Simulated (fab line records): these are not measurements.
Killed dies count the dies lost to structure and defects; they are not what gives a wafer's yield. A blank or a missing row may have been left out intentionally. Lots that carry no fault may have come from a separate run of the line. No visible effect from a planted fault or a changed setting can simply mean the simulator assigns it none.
One fault through the eyes of 3 desks / flow n5_finfet / only its own numbers are on each desk; what lay behind them is given at the end

THE DEFECT DESK
Inspection counts along the route, by lot: the mean over sampled wafers that carry a number. Marked OUT: a lot whose mean sits more than 4 standard deviations from the usual mean, which makes it out of limits; the brackets give that distance.
Columns: A = raw_defect_count at N5_PASSIVATION_INSPECT_61, usual 2.2; B = raw_defect_count at N5_PASSIVATION_INSPECT_64, usual 2.0
lot=L798; first seen here=day 11 18:38; A=2.0; B=4.5
lot=L804; first seen here=day 13 10:37; A=2.3; B=1.7
lot=L808; first seen here=day 14 05:37; A=3.0; B=1.7
lot=L817; first seen here=day 18 05:46; A=1.7; B=1.3
lot=L819; first seen here=day 20 03:36; A=1.3; B=3.7
This desk's verdict: no lot among the 5 shows anything out of limits.

AT THE METROLOGY DESK
Lot by lot, what the gauges showed, no matter which tool ran the lot: averages of those sampled wafers that carry a number. Marked OUT: a lot whose mean sits more than 4 standard deviations from the usual mean, which makes it out of limits; the brackets give that distance.
Columns: A = TV_OVL at N5_PASSIVATION_OVL_MEAS_60, usual -1 nm; B = cd_nm at N5_PASSIVATION_CD_MEAS_30, usual 4000.5 nm; C = PAD_OVL at N5_PASSIVATION_OVL_MEAS_63, usual -3 nm; D = cd_nm at N5_PASSIVATION_CD_MEAS_44, usual 40002 nm
lot=L798; first seen here=day 11 18:37; A=-2; B=4000.3; C=5; D=40003
lot=L804; first seen here=day 13 10:35; A=-10; B=4000.9; C=-4; D=40001
lot=L808; first seen here=day 14 05:35; A=4; B=4001.2; C=-1; D=40001
lot=L817; first seen here=day 18 05:44; A=-2; B=4001.9; C=-1; D=39998
lot=L819; first seen here=day 20 03:35; A=2; B=4000.9; C=2; D=40005
This desk's verdict: no lot among the 5 shows anything out of limits.

AT THE TOOL OWNER'S DESK: pvd_sputter-01
The tool's own readings at N5_PASSIVATION_AL_DEP_21 (deposits Al, target thk 2800 nm, time 170 s): means of the sampled wafers that have a number, for each lot that ran on this tool. Marked OUT: a lot whose mean sits more than 4 standard deviations from the usual mean, which makes it out of limits; the brackets give that distance.
Columns: A = throttle_valve_pct at N5_PASSIVATION_AL_DEP_21, usual 30.7 %
lot=L798; first seen here=day 11 20:03; A=32.8
lot=L808; first seen here=day 14 07:11; A=31.6
lot=L817; first seen here=day 18 07:23; A=31.2
This desk's verdict: no lot among the 3 shows anything out of limits.

PUT TOGETHER
Nothing the defect desk looked at was out of limits.
Nothing out of limits was seen by the metrology desk.
The desk of the tool owner found nothing out of limits.

WHAT THE SIMULATOR PUT IN
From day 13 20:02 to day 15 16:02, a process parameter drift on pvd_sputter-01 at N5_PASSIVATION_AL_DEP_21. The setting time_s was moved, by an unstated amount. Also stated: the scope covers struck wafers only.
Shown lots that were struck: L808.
